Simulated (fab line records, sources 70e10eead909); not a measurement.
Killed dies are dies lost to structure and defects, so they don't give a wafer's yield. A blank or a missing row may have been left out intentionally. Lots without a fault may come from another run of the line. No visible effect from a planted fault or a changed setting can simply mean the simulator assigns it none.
Code-filled problem report in 8D (eight disciplines) form / flow nandHarc / the parts of the form that need people (team, actions taken, sign-off) are left out

1. WHAT WENT WRONG
oesProductAu at NHARC_A_CONTACT_ETCH_90 reads a mean of 0.78 a.u. on 3 wafers of 2 lots; wafers without a fault read 0.95 a.u. with a standard deviation of 0.034. That is -5.1 standard deviations from the usual mean.
The step: etches the open film in CH3F/O2, target depth 40 nm, time 85.7 s.
Seen first at day 26 22:05 on rieDiel-05, wafer L841.2. At this step, 40 wafers from 14 lots have a number in the record. Rule for "out" (also "out of limits"): further than 4 standard deviations from the usual mean. Any other wafer with a number is counted as sound.

2. WHAT IT IS AND WHAT IT IS NOT
question=which readings at this step | is=oesProductAu | is not=drypumpMotorCurrentA, rfVppV, showerheadPlenumPTorr, throttleValvePct
question=which lots | is=L841, L842 | is not=L827, L828, L830, L832, L833, L834, L835, L836, L837, L848, L849, L850
question=which wafers of those lots | is=L841.2, L841.6, L842.2 | is not=L842.4
question=read on which tools | is=rieDiel-05 | is not=rieDiel-10
question=when | is=from day 26 22:05 | is not=up to then (27 sound wafers); but 10 sound wafers of L842, L848, L849, L850 came after

3. THE SUSPECTS, EACH WITH WHAT RULES IT OUT
Counting: a tool at a process step up to the reading stays a suspect if it ran every lot that is out. Sound lots after the first of them don't rule it out here, since some wafers of a struck lot are sound.
- rieDiel-05 at NHARC_A_CONTACT_ETCH_90 (etches the open film in CH3F/O2, target depth 40 nm, time 85.7 s): kept. Ran every lot that is out, first one L841 (day 26 22:05); last sound lot up to then L836 (day 25 16:57). On those wafers its own readings are out: oesProductAu.
Left after counting: rieDiel-05 at NHARC_A_CONTACT_ETCH_90.

4. THE CAUSE (what the simulator had put in)
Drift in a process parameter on rieDiel-05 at NHARC_A_CONTACT_ETCH_90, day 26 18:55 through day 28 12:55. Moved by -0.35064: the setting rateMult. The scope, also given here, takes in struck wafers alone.
Counting left only this tool.

5. SEQUENCE OF EFFECTS, ordered by route
Each row: a reading whose mean over the struck wafers that have a number lies more than 3 standard deviations from the usual. Only readings whose record carries a usual standard deviation are examined. hours: median over the lots of the time between each lot's start at the first step of this table that gives one and its start at this step. sigmas: the change, counted in usual standard deviations.
hours=0; step=NHARC_A_CONTACT_ETCH_90; reading=oesProductAu; usual=0.95 a.u.; on struck wafers=0.78; change=-0.17; sigmas=-5.1
It contains these process steps:
- NHARC_A_CONTACT_ETCH_90: etches the open film in CH3F/O2, target depth 40 nm, time 85.7 s.
At these later measuring or inspecting steps, every struck wafer for which the step has a row has a number for every such reading, and none has moved that far: NHARC_A_CONTACT_CD_MEAS_53.

6. WHAT WOULD HAVE CAUGHT IT SOONER
In this record the first reading out of limits was taken at day 26 22:05, 3 hours after the fault began at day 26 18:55.
